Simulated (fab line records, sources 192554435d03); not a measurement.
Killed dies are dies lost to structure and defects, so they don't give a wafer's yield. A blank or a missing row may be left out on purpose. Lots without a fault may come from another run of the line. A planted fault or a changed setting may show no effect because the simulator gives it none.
Chamber matching | flow n5_finfet | N5_MOL_CONTACT_COAG_ETCH_89 on rie_diel-02: 4 sister chambers
The step etches underlayer in N2/H2, target depth 13 nm, time 10.4 s. 18 wafers are shown with their chamber, then 9 later ones without.

WAFERS WITH THEIR CHAMBER
wafer  | chamber | showerhead_plenum_p_Torr (Torr) | drypump_motor_current_A (A) | oes_product_au (a.u.)
L078.3 | 1       | 2.40                            | 5.3                         | 0.58
L078.5 | 0       | 2.43                            | 5.6                         | 0.64
L078.6 | 3       | 2.44                            | 6.6                         | 0.60
L083.2 | 0       | 2.43                            | 5.6                         | 0.63
L083.5 | 0       | 2.43                            | 5.6                         | 0.63
L083.6 | 1       | 2.39                            | 5.4                         | 0.56
L085.2 | 2       | 2.72                            | 5.4                         | 0.83
L085.3 | 1       | 2.39                            | 5.3                         | 0.57
L085.5 | 3       | 2.44                            | 6.5                         | 0.59
L086.1 | 3       | 2.44                            | 6.6                         | 0.59
L086.5 | 1       | 2.39                            | 5.4                         | 0.56
L086.6 | 0       | 2.42                            | 5.6                         | 0.62
L090.1 | 3       | 2.43                            | 6.5                         | 0.59
L090.3 | 2       | 2.72                            | 5.4                         | 0.79
L090.4 | 0       | 2.42                            | 5.6                         | 0.62
L092.1 | 3       | 2.43                            | 6.5                         | 0.58
L092.2 | 1       | 2.38                            | 5.4                         | 0.56
L092.3 | 2       | 2.72                            | 5.4                         | 0.79

SIGNATURES (means of the wafers above)
reading                  | chamber 0 | chamber 1 | chamber 2 | chamber 3 | scatter within a chamber
showerhead_plenum_p_Torr | 2.4260    | 2.3900    | 2.7200    | 2.4360    | 0.00561
drypump_motor_current_A  | 5.600     | 5.360     | 5.400     | 6.540     | 0.0414
oes_product_au           | 0.6280    | 0.5660    | 0.8033    | 0.5900    | 0.0115
Rule: a wafer's distance from a chamber is the root of the sum, over the readings, of the square of ((its reading less the chamber's mean) divided by the reading's scatter). The wafer belongs to the nearest chamber; if the next one is less than 2 further off, it can't be placed. The scatter: the root of (the sum of the squares of (reading less its chamber's mean) over the shown wafers, divided by (wafers less chambers)).

WAFERS WITHOUT THEIR CHAMBER
wafer  | showerhead_plenum_p_Torr (Torr) | drypump_motor_current_A (A) | oes_product_au (a.u.)
L093.1 | 2.43                            | 6.5                         | 0.58
L093.4 | 2.42                            | 5.6                         | 0.60
L093.5 | 2.43                            | 6.5                         | 0.58
L095.2 | 2.42                            | 5.6                         | 0.61
L095.3 | 2.43                            | 6.5                         | 0.58
L095.4 | 2.43                            | 6.5                         | 0.57
L096.2 | 2.71                            | 5.4                         | 0.77
L096.3 | 2.43                            | 6.6                         | 0.58
L096.6 | 2.43                            | 6.6                         | 0.58

WHICH CHAMBER EACH WENT THROUGH
wafer  | from the rows above | in truth
L093.1 | 3                   | 3
L093.4 | 0                   | 0
L093.5 | 3                   | 3
L095.2 | 0                   | 0
L095.3 | 3                   | 3
L095.4 | 3                   | 3
L096.2 | 2                   | 2
L096.3 | 3                   | 3
L096.6 | 3                   | 3
Placed correctly: 9 of 9. Can't be placed from these rows: 0. Placed wrongly: 0.
